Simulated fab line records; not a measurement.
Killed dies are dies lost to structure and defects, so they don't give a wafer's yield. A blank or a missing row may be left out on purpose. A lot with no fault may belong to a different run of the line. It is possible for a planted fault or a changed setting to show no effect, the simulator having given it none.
Matching of chambers + flow n5 finfet + 3 sister chambers for N5_FIN_SAQP_HM_DEP_72 on pecvd-02
The step deposits SiO2 from SiH4/N2O, target thk 12 nm, time 7.2 s. 14 wafers are shown with their chamber, then 7 later ones without.

EACH WAFER AND ITS CHAMBER
| wafer  | chamber | showerhead plenum p Torr (Torr) | heater power w (W) |
|--------|---------|---------------------------------|--------------------|
| L074.1 | 1       | 8.04                            | 774                |
| L074.3 | 1       | 8.04                            | 759                |
| L074.4 | 0       | 8.09                            | 696                |
| L077.3 | 1       | 8.04                            | 656                |
| L077.5 | 1       | 8.05                            | 670                |
| L077.6 | 0       | 8.10                            | 593                |
| L078.1 | 0       | 8.10                            | 647                |
| L078.2 | 1       | 8.04                            | 788                |
| L078.3 | 0       | 8.07                            | 665                |
| L080.1 | 0       | 8.10                            | 597                |
| L080.4 | 1       | 8.02                            | 698                |
| L080.5 | 2       | 8.14                            | 750                |
| L081.1 | 0       | 8.11                            | 697                |
| L081.2 | 1       | 8.03                            | 749                |

SIGNATURES, as means of the wafers listed above
| reading                  | chamber 0 | chamber 1 | chamber 2 | scatter within a chamber |
|--------------------------|-----------|-----------|-----------|--------------------------|
| showerhead plenum p Torr | 8.0950    | 8.0371    | 8.1400    | 0.0116                   |
| heater power w           | 649.17    | 727.71    | 750.00    | 49.7                     |
Rule: a wafer lies at a distance from a chamber equal to the root of the sum of squares, over the readings, of (its reading less the chamber's mean, divided by the reading's scatter). The wafer belongs to the nearest chamber; if the next one is less than 2 further off, it can't be placed. The scatter: the root of (the sum of the squares of (reading less its chamber's mean) over the shown wafers, divided by (wafers less chambers)).

WAFERS WITHOUT THEIR CHAMBER
| wafer  | showerhead plenum p Torr (Torr) | heater power w (W) |
|--------|---------------------------------|--------------------|
| L081.6 | 8.14                            | 815                |
| L088.2 | 8.14                            | 787                |
| L088.4 | 8.08                            | 694                |
| L088.6 | 8.16                            | 797                |
| L090.2 | 8.03                            | 774                |
| L090.3 | 8.14                            | 757                |
| L090.5 | 8.10                            | 585                |

EACH ONE'S CHAMBER
| wafer  | from the rows above | in truth |
|--------|---------------------|----------|
| L081.6 | 2                   | 2        |
| L088.2 | 2                   | 2        |
| L088.4 | 0                   | 0        |
| L088.6 | 2                   | 2        |
| L090.2 | 1                   | 1        |
| L090.3 | 2                   | 2        |
| L090.5 | 0                   | 0        |
Correct placement for 7 of the 7. From these rows, 0 cannot be placed. 0 placed wrongly.
